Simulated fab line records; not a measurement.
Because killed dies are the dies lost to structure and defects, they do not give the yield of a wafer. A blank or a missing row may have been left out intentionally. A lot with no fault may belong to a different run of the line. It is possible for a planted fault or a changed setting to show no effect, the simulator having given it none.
Matching of chambers + flow n5_finfet + N5_BEOL_M3_PECVD_72 on pecvd-04: 3 sister chambers
The step deposits SiO2 from TEOS/O2, target thk 16 nm, time 18 s. 6 wafers are shown with their chamber, then 10 later ones without.

## EACH WAFER AND ITS CHAMBER
| wafer  | chamber | showerhead_plenum_p_Torr (Torr) | heater_power_w (W) |
|--------|---------|---------------------------------|--------------------|
| L083.4 | 0       | 8.84                            | 509                |
| L084.1 | 2       | 8.59                            | 598                |
| L084.2 | 1       | 8.80                            | 863                |
| L084.6 | 0       | 8.81                            | 464                |
| L091.1 | 2       | 8.59                            | 573                |
| L091.4 | 1       | 8.80                            | 755                |

## WAFERS WITH NO CHAMBER GIVEN
| wafer  | showerhead_plenum_p_Torr (Torr) | heater_power_w (W) |
|--------|---------------------------------|--------------------|
| L091.5 | 8.59                            | 565                |
| L093.1 | 8.80                            | 758                |
| L093.4 | 8.59                            | 517                |
| L093.6 | 8.77                            | 752                |
| L094.1 | 8.82                            | 450                |
| L094.2 | 8.56                            | 571                |
| L094.6 | 8.82                            | 800                |
| L097.1 | 8.58                            | 600                |
| L097.2 | 8.84                            | 519                |
| L097.3 | 8.81                            | 891                |

## WHICH CHAMBER EACH WENT THROUGH
| wafer  | from the rows above | in truth |
|--------|---------------------|----------|
| L091.5 | 2                   | 2        |
| L093.1 | 1                   | 1        |
| L093.4 | 2                   | 2        |
| L093.6 | 1                   | 1        |
| L094.1 | 0                   | 0        |
| L094.2 | 2                   | 2        |
| L094.6 | 1                   | 1        |
| L097.1 | 2                   | 2        |
| L097.2 | 0                   | 0        |
| L097.3 | 1                   | 1        |
Correct placement for 10 of the 10. Not placeable from these rows: 0. Wrongly placed: 0.
How it was worked out, from the rows above alone: a wafer's distance from a chamber is the root of the sum, over the readings, of the square of ((its reading less the chamber's mean) divided by the reading's scatter). If the next closest chamber is less than 2 further off than the closest, the wafer can't be placed; otherwise it belongs to the closest. The mean given for a chamber averages the wafers shown for that chamber. The scatter is the square root of a quotient: the sum, over the shown wafers, of each reading's squared deviation from its chamber's mean, divided by wafers minus chambers.
